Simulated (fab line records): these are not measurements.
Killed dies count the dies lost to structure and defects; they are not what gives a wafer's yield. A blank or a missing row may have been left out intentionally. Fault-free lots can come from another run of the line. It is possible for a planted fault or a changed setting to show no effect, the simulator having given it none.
Which tool did it? :: flow nand-harc :: at 1 step of a route of 1302, 24 lots with 72 wafers sampled

## WHAT THE GAUGES READ, wafer by wafer
NHARC_A_M0_CD_MEAS_09 targets a cd of 80 nm. Usual: 80.1 nm for cd-nm, sd 0.64.
lot: L075
measured: day 23 08:47
on: cd-sem-02
cd-nm (nm): 80.2 81.2 80.6
flag: 

lot: L074
measured: day 23 09:25
on: cd-sem-01
cd-nm (nm): 80.2 80.3 81.4
flag: 

lot: L076
measured: day 23 14:49
on: cd-sem-03
cd-nm (nm): 79.2 79.4 79.3
flag: 

lot: L077
measured: day 25 01:57
on: cd-sem-02
cd-nm (nm): 80.7 81.3 81.5
flag: 

lot: L080
measured: day 25 05:05
on: cd-sem-03
cd-nm (nm): 79.4 80.0 80.8
flag: 

lot: L078
measured: day 25 07:25
on: cd-sem-03
cd-nm (nm): 79.7 80.3 79.7
flag: 

lot: L079
measured: day 25 11:13
on: cd-sem-01
cd-nm (nm): 80.2 79.7 79.6
flag: 

lot: L081
measured: day 25 13:19
on: cd-sem-02
cd-nm (nm): 79.3 79.1 80.0
flag: 

lot: L082
measured: day 26 06:35
on: cd-sem-03
cd-nm (nm): 79.9 80.3 80.2
flag: 

lot: L083
measured: day 26 07:06
on: cd-sem-03
cd-nm (nm): 80.4 80.4 80.3
flag: 

lot: L085
measured: day 26 22:12
on: cd-sem-01
cd-nm (nm): 78.7 79.6 79.4
flag: 

lot: L084
measured: day 27 04:23
on: cd-sem-01
cd-nm (nm): 79.9 81.1 79.7
flag: 

lot: L086
measured: day 27 17:48
on: cd-sem-03
cd-nm (nm): 80.2 79.4 80.4
flag: 

lot: L088
measured: day 28 11:08
on: cd-sem-02
cd-nm (nm): 81.1 80.5 80.6
flag: 

lot: L087
measured: day 28 12:23
on: cd-sem-02
cd-nm (nm): 79.2 79.0 79.7
flag: 

lot: L089
measured: day 28 17:17
on: cd-sem-03
cd-nm (nm): 80.5 79.8 79.0
flag: 

lot: L090
measured: day 28 23:47
on: cd-sem-03
cd-nm (nm): 80.1 79.8 80.5
flag: 

lot: L091
measured: day 30 14:52
on: cd-sem-02
cd-nm (nm): 80.8 80.0 80.1
flag: 

lot: L093
measured: day 31 00:46
on: cd-sem-02
cd-nm (nm): 81.3 81.6 81.6
flag: 

lot: L092
measured: day 31 01:58
on: cd-sem-02
cd-nm (nm): 79.7 80.4 79.9
flag: 

lot: L095
measured: day 31 10:47
on: cd-sem-03
cd-nm (nm): 80.7 80.3 79.9
flag: 

lot: L094
measured: day 31 14:59
on: cd-sem-01
cd-nm (nm): 79.9 79.4 79.2
flag: 

lot: L096
measured: day 31 18:16
on: cd-sem-02
cd-nm (nm): 79.3 79.9 79.6
flag: 

lot: L097
measured: day 32 13:47
on: cd-sem-02
cd-nm (nm): 81.4 80.9 80.9
flag: 

## WHAT TOOL EACH LOT RAN ON (gives the tool, then ch and the chambers of the sampled wafers, and finally the start)
Before these readings, the record contains no process step.

## WHAT THE TOOLS THEMSELVES READ (means of the sampled wafers that have a number; where no wafer has one, the mark that the record gives instead)
The record holds no such reading with a usual standard deviation.

## THE ANSWER, worked out from the rows above alone
Rule: a lot counts as off when the mean over its wafers that have a number is more than 3 standard deviations away from the usual mean. A lot without any number at a reading at which 4 lots or more have one is off too. Any other lot the step has rows for is counted as sound. Order of review: gauges by route order, followed by the tools' own readings, for which a lot's mean as printed above is used. At the first step where some lot is off, the reading lying furthest off is the one used; lots without a number count as furthest.
No lot is off on any of the readings shown, so nothing can be concluded from this.

## WHAT HAD BEEN PUT IN BY THE SIMULATOR
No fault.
